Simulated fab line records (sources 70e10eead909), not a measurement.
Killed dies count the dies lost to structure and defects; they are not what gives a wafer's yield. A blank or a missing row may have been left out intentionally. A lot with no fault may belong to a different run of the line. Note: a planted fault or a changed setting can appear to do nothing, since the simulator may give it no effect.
Chamber matching    flow nand-harc    rie-diel-06 running NHARC_A_STAIRCASE_ETCH_253: 4 sister chambers
The step etches the open film in C4F8/O2, target depth 50 nm, time 20.2 s. 18 wafers are shown with their chamber, then 9 later ones without.

WAFERS PAIRED WITH THEIR CHAMBERS
wafer   chamber  rf-vpp-V (V)  oes-product-au (a.u.)
L075.2  2        896           0.949
L075.3  1        902           0.963
L075.6  1        904           0.962
L079.1  0        892           0.927
L079.4  1        902           0.928
L079.6  0        894           0.924
L084.2  1        901           0.947
L084.3  2        895           0.938
L084.6  1        904           0.954
L086.2  3        901           0.926
L086.4  2        895           0.921
L086.5  3        901           0.917
L089.1  1        902           0.970
L089.4  0        892           0.947
L089.5  0        893           0.938
L091.1  3        902           0.963
L091.3  1        903           0.964
L091.5  1        902           0.964

SIGNATURES (means of the wafers above)
reading         chamber 0  chamber 1  chamber 2  chamber 3  scatter within a chamber
rf-vpp-V        892.75     902.50     895.33     901.33     0.929
oes-product-au  0.93400    0.95650    0.93600    0.93533    0.0151
Rule: a wafer's distance from a chamber is the root of the sum, over the readings, of the square of ((its reading less the chamber's mean) divided by the reading's scatter). If the next closest chamber is less than 2 further off than the closest, the wafer can't be placed; otherwise it belongs to the closest. How the scatter is found: for the shown wafers, subtract from each reading the mean of its chamber, square and add these, divide the total by (wafers less chambers), then take the root.

WAFERS WITHOUT THEIR CHAMBER
wafer   rf-vpp-V (V)  oes-product-au (a.u.)
L092.1  902           0.929
L092.2  895           0.955
L092.4  902           0.964
L090.1  893           0.961
L090.2  903           0.944
L090.4  901           0.941
L095.2  902           0.935
L095.4  899           0.920
L095.5  902           0.935

WHICH CHAMBER EACH WENT THROUGH
wafer   from the rows above           in truth
L092.1  can't be placed: 3 or 1       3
L092.2  can't be placed: 2 or 0       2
L092.4  can't be placed: 1 or 3       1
L090.1  can't be placed: 0 or 2       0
L090.2  can't be placed: 1 or 3       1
L090.4  can't be placed: 3 or 1       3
L095.2  can't be placed: 3 or 1       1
L095.4  can't be placed: 3 or 2 or 1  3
L095.5  can't be placed: 3 or 1       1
Correct placement for 0 of the 9. These rows do not allow placing 9 (true chamber among the candidates in 9). 0 placed wrongly.
